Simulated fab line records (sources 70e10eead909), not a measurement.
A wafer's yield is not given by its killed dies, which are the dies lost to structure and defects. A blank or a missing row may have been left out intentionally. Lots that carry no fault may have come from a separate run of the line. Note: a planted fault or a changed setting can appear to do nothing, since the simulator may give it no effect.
A lot that was struck, set against a sound lot + flow nandHarc + 15 out of 1159 route steps
Sound: these wafers, L190.1, L190.2, L190.3. Wafers struck: L200.1, L200.2, L200.3. The cause comes at the end.
Order at every step that has rows: each side's tool, ch and its chambers, its first start. Under that, the readings that differ: sound wafers + struck wafers + difference of the means + sigmas: that difference in standard deviations of wafers without a fault.
alike: readings with means less than 2 such deviations apart, plus words and numbers identical on both sides. not compared: withheld readings, readings lacking a value on some wafer, bounds such as >300 that could conceal the same value, and numbers that have no deviation in the record and whose values overlap.
The two part at a step that has a row with sigmas, a row that says differs or no value, or rows on one side only. When numbers do not overlap yet have no deviation, they are printed without sigmas and do not part them. A reading missing from all wafers of one side parts the sides only when that side holds two or more wafers.

first, 3 steps without rows for these wafers: NHARC_A_SGD_CUT_SRD_19; NHARC_A_SGD_CUT_DEP_20 (deposits SiO2, target thk 150 nm); NHARC_A_SGD_CUT_ANNEAL_27 (time 1800 s).
NHARC_A_SGD_CUT_CMP_21: polishes, target thk 148.19 nm.
  sound on cmp-02 ch 0,2,3, day 15 03:32; struck on cmp-03 ch 0,2,3, day 17 07:18
  alike: edgeZonePressureFrac, motorCurrentA, timeToEndpointS
NHARC_A_SGD_CUT_THK_MEAS_22: measures by ellipsometry.
  sound: filmMetro-02 at day 15 03:48; struck: filmMetro-02 at day 17 07:32
  alike: thkNm
then, 2 steps without rows for these wafers: NHARC_A_SGD_CUT_SRD_23; NHARC_A_SGD_CUT_ETCH_26 (etches SiO2 in dHF, target depth 45.8 nm).
NHARC_A_SGD_CUT_ETCHBACK_24: etches the open film in CH3F/O2, target depth 50 nm, time 92.857 s.
  sound on rieDiel-01 ch 0,2,3, day 15 04:06; struck on rieDiel-11 ch 0,1,2, day 17 07:45
| reading             | sound | struck | difference | sigmas |
|---------------------|-------|--------|------------|--------|
| rfHoursCounterH (h) | 3 2 2 | 1 1 1  | -1         |        |
  alike: drypumpMotorCurrentA, oesProductAu, rfVppV, showerheadPlenumPTorr, throttleValvePct
NHARC_A_SGD_CUT_STRIP_28: strips in O2, time 20 s.
  sound: rieDiel-01 ch 0,1,2; struck: rieDiel-11 ch 1,2,3
| reading             | sound             | struck            | difference | sigmas |
|---------------------|-------------------|-------------------|------------|--------|
| oesProductAu (a.u.) | 0.987 0.997 0.993 | 1.017 1.015 1.007 | +0.021     | +2     |
| rfHoursCounterH (h) | 3 3 3             | 1 1 1             | -2         |        |
  alike: drypumpMotorCurrentA, rfVppV, showerheadPlenumPTorr, throttleValvePct
NHARC_A_SGD_CUT_INSPECT_25:
  sound: defectInspect-01 at day 15 04:25; struck: defectInspect-02 at day 17 08:03
  alike: rawDefectCount
NHARC_A_SLIT_DEP_25: deposits SiO2, target thk 200 nm.
  sound on pecvd-03 ch 0,2, day 15 04:59; struck on pecvd-04 ch 0,1,2, day 17 08:07
  alike: chamberPressureTorr, flowSccm, heaterPowerW, mfcPrecursorSccm, throttleValvePct
NHARC_A_SLIT_DEP_00: deposits aC, target thk 3200 nm.
  sound on aclDep-03 ch 0, day 15 07:52; struck on aclDep-01 ch 0, day 17 08:27
  alike: throttleValvePct
  not compared: susceptorTempC
NHARC_A_SLIT_DEP_23: deposits SiON, target thk 100 nm.
  sound on pecvd-03 ch 0,1,2, day 15 09:50; struck on pecvd-02 ch 0,1,2, day 17 10:25
  no value came back on the struck wafers for chamberPressureTorr (Torr), heaterPowerOuterW (W), heaterPowerW (W); on the sound wafers chamberPressureTorr (Torr) reads 3.506 3.490 3.497
then, 1 step without rows for these wafers: NHARC_A_SLIT_DEHYDRATE_01 (time 120 s).
-- record jumps: 5 days between struck wafers' starts before vs after; left off in module A_SLIT, resumes in module END, first step shown is number 1159 of the route --
NHARC_END_SORT_01:
  sound on prober-02 ch 0, day 21 06:58; struck on prober-01 ch 0, day 22 14:46
| reading       | sound    | struck                                                            | difference                   | sigmas |
|---------------|----------|-------------------------------------------------------------------|------------------------------|--------|
| hold          | - - -    | awaitDispo/4.8h/scrap awaitDispo/4.8h/scrap awaitDispo/4.8h/scrap | no value on the sound wafers |        |
| killedAtArray | 21 29 26 | 670 670 673                                                       | +646                         | +69    |
| killedDies    | 23 33 30 | 677 677 677                                                       | +648                         | +72    |
  alike: killedAtOther, killedAtPeriphery, killedOpen, killedShort

WHERE THEY PART
First at NHARC_A_SGD_CUT_STRIP_28; last, within this record, at NHARC_END_SORT_01.

WHY: whatever the simulator had introduced
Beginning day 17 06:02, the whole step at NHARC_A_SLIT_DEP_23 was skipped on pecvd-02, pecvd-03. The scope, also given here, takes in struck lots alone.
